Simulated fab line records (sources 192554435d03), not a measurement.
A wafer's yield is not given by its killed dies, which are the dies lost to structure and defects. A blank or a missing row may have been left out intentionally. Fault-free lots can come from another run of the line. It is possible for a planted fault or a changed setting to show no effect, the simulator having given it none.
fab line records    flow n5_finfet
record: lots: 12  wafers: 36  last_day: 18
route steps=1938 shown BEOL_M5@1181 BEOL_M6@1200
lots untouched by any fault: they come from a run of this same line in which no faults occurred
start_h: hours from the record's first day to the start of the lot's first wafer shown    wait_h: hours elapsed since this lot's preceding step    " as in the row above    L1.1+2: several wafers, shown together as one row    - value missing, or start not given    * or withheld: withheld    < > ~ a bound
route shown NAME@n: a module of which the file shows steps, and the number in the route of the first    usual: mean/standard deviation of fault-free wafers    same: alike in all rows    chamber/n: place in a boat    sites: readings site by site    _std_site: their standard deviation    _edge_site: mean of outer sites minus mean of inner sites    radius_mm: for every site, how far away it sits from the centre of the wafer    mask NAME#n: copy n    behind: the last tool/chamber to shape the wafer    hold: why the lot went on hold/how many hours it stayed there/how the hold came to an end    device: transistor that didn't switch, given as n, p or np    end of line: tests of these same wafers at the route's end    a step with no rows: only its recipe    killed: not the wafer's yield, but the dies lost to structure and defects at the first sort    map: shows each die of a wafer: x if killed, . if not, _ if none is there
set.NAME: the setting that was run; set.NAME@STEP: the one run at that earlier step    model.NAME: the simulator's own value behind a step, which no gauge read
one table for each step of the route and one row for each wafer, over a sample of lots
services: when a tool's chamber went out of use (start_h, in hours from the record's first day, below 0 if earlier), for how many hours, and the reason
== steps ==
step: N5_BEOL_M5_SPUTTER_88
recipe: material: Cu  target_thk_a: 150  temp_c: -20  chamber_pressure_pa: 0.07  power_w: withheld  time_s: 27.62
usual: chuck_gas_flow_sccm: 1.27/0.053  chuck_sensor_temp_C: -15.9/0.58  throttle_valve_pct: 30.1/0.99
same: time_s: 27.62
lot.wafer  tool            chamber  start_h  wait_h  chuck_gas_flow_sccm  chuck_sensor_temp_C  throttle_valve_pct
L808.2     pvd_sputter-03  -        171.23   0.5     1.25                 -16.0                29.9
L808.4     "               -        "        "       1.28                 -16.8                30.8
L808.6     "               -        "        "       1.23                 -15.1                29.7
L810.3     pvd_sputter-01  -        203.16   0.5     1.33                 -15.7                29.8
L810.5     "               -        "        "       1.37                 -15.8                29.9
L810.6     "               -        "        "       1.18                 -16.1                29.8
L811.2     pvd_sputter-03  -        206.14   0.5     1.27                 -15.3                29.5
L811.4     "               -        "        "       1.23                 -16.0                30.3
L811.5     "               -        "        "       1.30                 -15.0                29.8
L813.1     pvd_sputter-02  -        227.36   0.5     1.27                 -16.2                30.8
L813.3     "               -        "        "       1.26                 -14.8                28.1
L813.4     "               -        "        "       1.26                 -16.0                30.8
L816.4     pvd_sputter-01  -        232.54   0.5     1.37                 -15.7                29.6
L816.5     "               -        "        "       1.26                 -15.5                32.1
L816.6     "               -        "        "       1.26                 -16.3                29.9
L815.3     pvd_sputter-03  -        236.74   0.5     1.19                 -16.8                30.6
L815.5     "               -        "        "       1.27                 -16.3                30.4
L815.6     "               -        "        "       1.32                 -15.1                29.7
L818.3     pvd_sputter-02  -        254.76   0.5     1.26                 -16.4                28.8
L818.4     "               -        "        "       1.35                 -16.0                30.9
L818.5     "               -        "        "       1.40                 -16.2                31.0
L820.1     pvd_sputter-03  -        259.18   0.5     1.31                 -16.1                29.8
L820.3     "               -        "        "       1.22                 -16.8                30.9
L820.5     "               -        "        "       1.28                 -15.8                30.2
L822.2     pvd_sputter-02  -        259.21   0.5     1.28                 -16.0                30.7
L822.4     "               -        "        "       1.23                 -16.1                30.8
L822.5     "               -        "        "       1.35                 -16.0                30.5
L821.1     pvd_sputter-01  -        259.41   0.5     1.20                 -16.1                29.9
L821.3     "               -        "        "       1.23                 -15.5                32.0
L821.6     "               -        "        "       1.28                 -15.5                30.8
L823.4     pvd_sputter-03  -        274.73   0.5     1.34                 -16.4                30.1
L823.5     "               -        "        "       1.25                 -16.9                30.6
L823.6     "               -        "        "       1.33                 -16.1                30.1
L831.2     pvd_sputter-01  -        327.70   0.5     1.27                 -15.5                30.5
L831.3     "               -        "        "       1.22                 -15.4                32.2
L831.5     "               -        "        "       1.28                 -15.6                29.8
step: N5_BEOL_M5_CO_CAP_78
recipe: material: Co  target_thk_a: 20  temp_c: 200  precursor: CCTBA/H2  pressure_torr: 30  time_s: 102.1
usual: heater_power_w: 235/20
same: time_s: 102.1
lot.wafer  tool       chamber  start_h  wait_h  heater_power_w
L808.2     cvd_co-01  0        173.18   0.0     208
L808.4     "          1        "        "       229
L808.6     "          0        "        "       206
L810.3     cvd_co-01  2        205.12   0.0     225
L810.5     "          2        "        "       227
L810.6     "          0        "        "       204
L811.2     cvd_co-02  0        208.09   0.0     256
L811.4     "          0        "        "       258
L811.5     "          2        "        "       227
L813.1     cvd_co-01  1        229.38   0.0     225
L813.3     "          0        "        "       208
L813.4     "          2        "        "       226
L816.4     cvd_co-01  0        234.61   0.0     215
L816.5     "          1        "        "       220
L816.6     "          2        "        "       222
L815.3     cvd_co-02  1        238.70   0.0     259
L815.5     "          2        "        "       236
L815.6     "          1        "        "       264
L818.3     cvd_co-01  2        256.71   0.0     224
L818.4     "          1        "        "       225
L818.5     "          2        "        "       231
L820.1     cvd_co-02  2        261.14   0.0     239
L820.3     "          1        "        "       269
L820.5     "          2        "        "       234
L822.2     cvd_co-01  0        261.18   0.0     211
L822.4     "          2        "        "       228
L822.5     "          0        "        "       207
L821.1     cvd_co-01  2        261.41   0.0     235
L821.3     "          1        "        "       231
L821.6     "          2        "        "       226
L823.4     cvd_co-02  1        276.73   0.0     262
L823.5     "          2        "        "       236
L823.6     "          0        "        "       257
L831.2     cvd_co-02  0        329.84   0.0     257
L831.3     "          1        "        "       268
L831.5     "          1        "        "       263
step: N5_BEOL_M5_INSPECT_58
recipe: inspect_instrument: darkfield  mode: post_dep
usual: raw_defect_count: 68/23
lot.wafer  tool               chamber  start_h  wait_h  raw_defect_count
L808.2     defect_inspect-01  -        173.39   0.0     45
L808.4     "                  -        "        "       92
L808.6     "                  -        "        "       50
L810.3     defect_inspect-01  -        205.33   0.0     46
L810.5     "                  -        "        "       33
L810.6     "                  -        "        "       32
L811.2     defect_inspect-02  -        208.30   0.0     75
L811.4     "                  -        "        "       56
L811.5     "                  -        "        "       92
L813.1     defect_inspect-01  -        229.58   0.0     41
L813.3     "                  -        "        "       35
L813.4     "                  -        "        "       41
L816.4     defect_inspect-02  -        234.94   0.0     49
L816.5     "                  -        "        "       75
L816.6     "                  -        "        "       53
L815.3     defect_inspect-02  -        238.92   0.0     104
L815.5     "                  -        "        "       53
L815.6     "                  -        "        "       55
L818.3     defect_inspect-01  -        256.94   0.0     60
L818.4     "                  -        "        "       87
L818.5     "                  -        "        "       80
L820.1     defect_inspect-02  -        261.35   0.0     55
L820.3     "                  -        "        "       44
L820.5     "                  -        "        "       62
L822.2     defect_inspect-02  -        261.39   0.0     77
L822.4     "                  -        "        "       91
L822.5     "                  -        "        "       57
L821.1     defect_inspect-01  -        261.62   0.0     73
L821.3     "                  -        "        "       110
L821.6     "                  -        "        "       58
L823.4     defect_inspect-02  -        276.90   0.0     56
L823.5     "                  -        "        "       92
L823.6     "                  -        "        "       48
L831.2     defect_inspect-02  -        330.05   0.0     85
L831.3     "                  -        "        "       52
L831.5     "                  -        "        "       82
step: N5_BEOL_M6_COAT_60
recipe: resist: SiARC  temp_c: 220  time_s: 60  spin_rpm: 1500  resist_thk_nm: 35
usual: heater_power_total_W: 427.5/2.1  plate_temp_C: 219.99/0.17
same: time_s: 60
lot.wafer  tool            chamber  start_h  wait_h  heater_power_total_W  plate_temp_C
L808.2     litho_track-02  0        174.28   -       430.0                 219.79
L808.4     "               0        "        "       426.9                 219.94
L808.6     "               0        "        "       429.4                 220.05
L810.3     litho_track-04  0        207.71   -       428.3                 219.98
L810.5     "               0        "        "       424.7                 220.06
L810.6     "               0        "        "       430.8                 220.06
L811.2     litho_track-03  0        210.94   -       428.2                 220.06
L811.4     "               0        "        "       430.1                 219.99
L811.5     "               0        "        "       426.5                 220.03
L813.1     litho_track-04  0        232.23   -       428.6                 219.95
L813.3     "               0        "        "       429.3                 219.81
L813.4     "               0        "        "       429.6                 219.97
L816.4     litho_track-02  0        238.42   -       430.3                 219.94
L816.5     "               0        "        "       430.7                 220.11
L816.6     "               0        "        "       427.1                 219.94
L815.3     litho_track-03  0        241.45   -       430.2                 219.98
L815.5     "               0        "        "       426.8                 220.07
L815.6     "               0        "        "       427.1                 220.28
L818.3     litho_track-02  0        260.83   -       430.8                 220.14
L818.4     "               0        "        "       424.1                 219.83
L818.5     "               0        "        "       429.8                 220.07
L820.1     litho_track-04  0        263.78   -       429.7                 219.56
L820.3     "               0        "        "       425.9                 219.84
L820.5     "               0        "        "       425.7                 219.86
L822.2     litho_track-04  0        263.88   -       427.0                 220.09
L822.4     "               0        "        "       425.0                 220.11
L822.5     "               0        "        "       425.1                 220.09
L821.1     litho_track-04  0        264.02   -       457.7                 231.48
L821.3     "               0        "        "       456.7                 231.36
L821.6     "               0        "        "       455.5                 231.46
L823.4     litho_track-04  0        278.86   -       453.0                 231.73
L823.5     "               0        "        "       453.5                 231.89
L823.6     "               0        "        "       453.7                 231.96
L831.2     litho_track-02  0        335.25   -       428.9                 220.31
L831.3     "               0        "        "       430.1                 220.46
L831.5     "               0        "        "       427.7                 219.97
== services ==
tool            chamber  start_h  hours  kind
pvd_sputter-02  -        162.27   23.5   repair
litho_track-03  -        176.23   -      consumable_replace:filter
cvd_co-01       2        185.87   17.5   repair
litho_track-02  -        188.10   -      consumable_replace:filter
cvd_co-02       -        265.01   0.8    repair
cvd_co-01       0        277.40   5.5    repair
pvd_sputter-02  -        310.46   4.5    repair
litho_track-04  -        318.65   -      consumable_replace:filter
pvd_sputter-02  -        324.98   1.7    repair
pvd_sputter-03  -        330.58   2.5    repair
pvd_sputter-03  -        333.25   7.2    repair
cvd_co-02       1        333.33   -      clean
cvd_co-02       1        333.33   22.0   scheduled_down
cvd_co-02       1        333.33   22.0   vent_cycle
litho_track-02  -        334.97   -      consumable_replace:filter
== key ==
first_sign: step: N5_BEOL_M6_COAT_60  reading: plate_temp_C  direction: up  sigmas: 70  usual: *  struck: *
effect: step: N5_BEOL_M6_COAT_60  reading: heater_power_total_W  direction: up  sigmas: 13  usual: *  struck: *
met_at N5_BEOL_M6_COAT_60
struck_lots L821,L823
not_acting_at N5_BEOL_M5_SPUTTER_88,N5_BEOL_M5_CO_CAP_78,N5_BEOL_M5_INSPECT_58
onset_between 263.88 264.02
fault: kind: process_parameter_drift  tool: litho_track-04  chamber: -  onset_h: 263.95  steps: N5_BEOL_M6_COAT_60  channel: temp_c  offset: *  shape: step  end_h: 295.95  acts_in: *  stated: *
